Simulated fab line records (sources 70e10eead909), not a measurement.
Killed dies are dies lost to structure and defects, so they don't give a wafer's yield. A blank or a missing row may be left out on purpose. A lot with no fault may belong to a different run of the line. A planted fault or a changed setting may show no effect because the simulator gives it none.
Problem report in the 8D (eight disciplines) form, filled by code + flow nandHarc + the parts of the form that need people (team, actions taken, sign-off) are left out

1. PROBLEM STATEMENT
On 2 wafers of 1 lot, cdNm at NHARC_P_ZERO_WELL_CD_MEAS_11 has a mean of 510.1 nm; fault-free wafers read 499.2 nm, standard deviation 2. That puts it +5.5 standard deviations away from the usual mean.
The step: target cd 500 nm.
Seen first at day 4 09:15 on cdSem-03, wafer L715.4. The record holds 38 wafers of 13 lots with a number at this step. By rule, "out" or "out of limits" means more than 4 standard deviations away from the usual mean. Any other wafer with a number is counted as sound.

2. WHAT IT IS; WHAT IT IS NOT
| question                    | is                     | is not                                                                                                   |
|-----------------------------|------------------------|----------------------------------------------------------------------------------------------------------|
| which readings at this step | cdNm                   | -                                                                                                        |
| which lots                  | L715                   | L709, L710, L711, L712, L714, L723, L724, L725, L726, L728, L729, L731                                   |
| which wafers of those lots  | all that have a number | -                                                                                                        |
| read on which gauges        | cdSem-03               | cdSem-01, cdSem-02                                                                                       |
| when                        | from day 4 09:15       | up to then (15 sound wafers); but 21 sound wafers of L723, L724, L725, L726, L728, L729, L731 came after |

3. WHAT RULES OUT EACH SUSPECT
Counting: any tool at a process step up to the reading is kept as a suspect provided that every lot that is out went through it and no sound lot did after the first of them.
- the gauge at NHARC_P_ZERO_WELL_CD_MEAS_11: kept. All the wafers that are out were read on cdSem-03, and no step on other tools shows them out.
- lithoTrack-03 at NHARC_P_ZERO_WELL_PEB_09 (peb time 80 s): ruled out as a lasting fault. Following L715 (day 4 09:10), the first lot on it that is out, the sound lots L723, L724, L725, L728, L731 were run on it.
The count leaves cdSem-03 at NHARC_P_ZERO_WELL_CD_MEAS_11.

4. THE CAUSE (what the simulator had put in)
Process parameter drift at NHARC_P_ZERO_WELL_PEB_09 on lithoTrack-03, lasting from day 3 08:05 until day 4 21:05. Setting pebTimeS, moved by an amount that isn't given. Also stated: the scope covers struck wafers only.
The count ruled it out by mistake, since the rule takes a fault to strike every lot its tool runs from the start of the fault on, and this one did not do so.

5. SEQUENCE OF EFFECTS, ordered by route
One row per reading whose mean, taken over the struck wafers that have a number, lies over 3 standard deviations from the usual. Scope: only readings with a usual standard deviation given in the record; hours: median across lots of the time from each lot's start at the first step in this table that gives one to its start at this step; sigmas: change in usual standard deviations.
| hours | step                         | reading | usual    | on struck wafers | change | sigmas |
|-------|------------------------------|---------|----------|------------------|--------|--------|
| 0     | NHARC_P_ZERO_WELL_CD_MEAS_11 | cdNm    | 499.2 nm | 510.1            | +10.9  | +5.5   |
At these later measuring or inspecting steps, every struck wafer for which the step has a row has a number for every such reading, and none has moved that far: NHARC_P_STI_CD_MEAS_09, NHARC_P_STI_OVL_MEAS_10.

6. WHAT WOULD HAVE CAUGHT IT SOONER
Counted from the fault's start at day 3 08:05, it took 25 hours until the first out-of-limits reading at a measuring or inspecting step in this record, taken at day 4 09:15.
